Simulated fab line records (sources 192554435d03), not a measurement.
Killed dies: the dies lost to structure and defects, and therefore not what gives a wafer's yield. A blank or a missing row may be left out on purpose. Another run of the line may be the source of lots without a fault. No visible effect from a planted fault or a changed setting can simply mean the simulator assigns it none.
Matching of chambers / flow n5 finfet / 3 sister chambers for N5_BEOL_M4_PECVD_72 on pecvd-03
The step deposits SiO2 from TEOS/O2, target thk 16 nm, time 18 s. 14 wafers are shown with their chamber, then 7 later ones without.

## WAFERS WITH THEIR CHAMBER
wafer=L080.1; chamber=0; throttle valve pct (%)=22.6; showerhead plenum p Torr (Torr)=8.81; heater power w (W)=756
wafer=L080.3; chamber=1; throttle valve pct (%)=20.9; showerhead plenum p Torr (Torr)=8.63; heater power w (W)=701
wafer=L080.4; chamber=0; throttle valve pct (%)=22.4; showerhead plenum p Torr (Torr)=8.76; heater power w (W)=756
wafer=L081.3; chamber=0; throttle valve pct (%)=22.4; showerhead plenum p Torr (Torr)=8.77; heater power w (W)=749
wafer=L081.5; chamber=1; throttle valve pct (%)=21.1; showerhead plenum p Torr (Torr)=8.62; heater power w (W)=659
wafer=L081.6; chamber=2; throttle valve pct (%)=21.1; showerhead plenum p Torr (Torr)=8.66; heater power w (W)=656
wafer=L082.1; chamber=1; throttle valve pct (%)=21.0; showerhead plenum p Torr (Torr)=8.62; heater power w (W)=601
wafer=L082.3; chamber=0; throttle valve pct (%)=22.6; showerhead plenum p Torr (Torr)=8.78; heater power w (W)=830
wafer=L082.5; chamber=1; throttle valve pct (%)=20.8; showerhead plenum p Torr (Torr)=8.62; heater power w (W)=590
wafer=L084.2; chamber=1; throttle valve pct (%)=21.2; showerhead plenum p Torr (Torr)=8.64; heater power w (W)=582
wafer=L084.5; chamber=2; throttle valve pct (%)=21.2; showerhead plenum p Torr (Torr)=8.67; heater power w (W)=684
wafer=L084.6; chamber=1; throttle valve pct (%)=20.9; showerhead plenum p Torr (Torr)=8.62; heater power w (W)=590
wafer=L088.1; chamber=1; throttle valve pct (%)=21.3; showerhead plenum p Torr (Torr)=8.65; heater power w (W)=733
wafer=L088.2; chamber=0; throttle valve pct (%)=22.3; showerhead plenum p Torr (Torr)=8.77; heater power w (W)=752

SIGNATURES (averages over the wafers above)
reading=throttle valve pct; chamber 0=22.460; chamber 1=21.029; chamber 2=21.150; scatter within a chamber=0.157
reading=showerhead plenum p Torr; chamber 0=8.7780; chamber 1=8.6286; chamber 2=8.6650; scatter within a chamber=0.0148
reading=heater power w; chamber 0=768.60; chamber 1=636.57; chamber 2=670.00; scatter within a chamber=50.2
Rule: for a wafer and a chamber, the distance is found by dividing, reading by reading, the gap between the wafer's reading and the chamber's mean by the reading's scatter, squaring, summing and taking the root. The wafer belongs to the nearest chamber; if the next one is less than 2 further off, it can't be placed. How the scatter is found: for the shown wafers, subtract from each reading the mean of its chamber, square and add these, divide the total by (wafers less chambers), then take the root.

## WAFERS WITH NO CHAMBER GIVEN
wafer=L088.4; throttle valve pct (%)=22.6; showerhead plenum p Torr (Torr)=8.78; heater power w (W)=718
wafer=L089.3; throttle valve pct (%)=21.6; showerhead plenum p Torr (Torr)=8.66; heater power w (W)=691
wafer=L089.4; throttle valve pct (%)=20.8; showerhead plenum p Torr (Torr)=8.63; heater power w (W)=719
wafer=L089.6; throttle valve pct (%)=22.2; showerhead plenum p Torr (Torr)=8.77; heater power w (W)=719
wafer=L092.1; throttle valve pct (%)=22.4; showerhead plenum p Torr (Torr)=8.77; heater power w (W)=714
wafer=L092.3; throttle valve pct (%)=20.9; showerhead plenum p Torr (Torr)=8.64; heater power w (W)=725
wafer=L092.5; throttle valve pct (%)=21.0; showerhead plenum p Torr (Torr)=8.68; heater power w (W)=683

## WHICH CHAMBER EACH ONE RAN IN
wafer=L088.4; from the rows above=0; in truth=0
wafer=L089.3; from the rows above=can't be placed: 2 or 1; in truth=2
wafer=L089.4; from the rows above=can't be placed: 1 or 2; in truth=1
wafer=L089.6; from the rows above=0; in truth=0
wafer=L092.1; from the rows above=0; in truth=0
wafer=L092.3; from the rows above=can't be placed: 1 or 2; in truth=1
wafer=L092.5; from the rows above=2; in truth=2
Placed correctly: 4 of 7. Unplaceable from these rows: 3, with the true chamber sitting among the candidates in 3. Placed wrongly: 0.
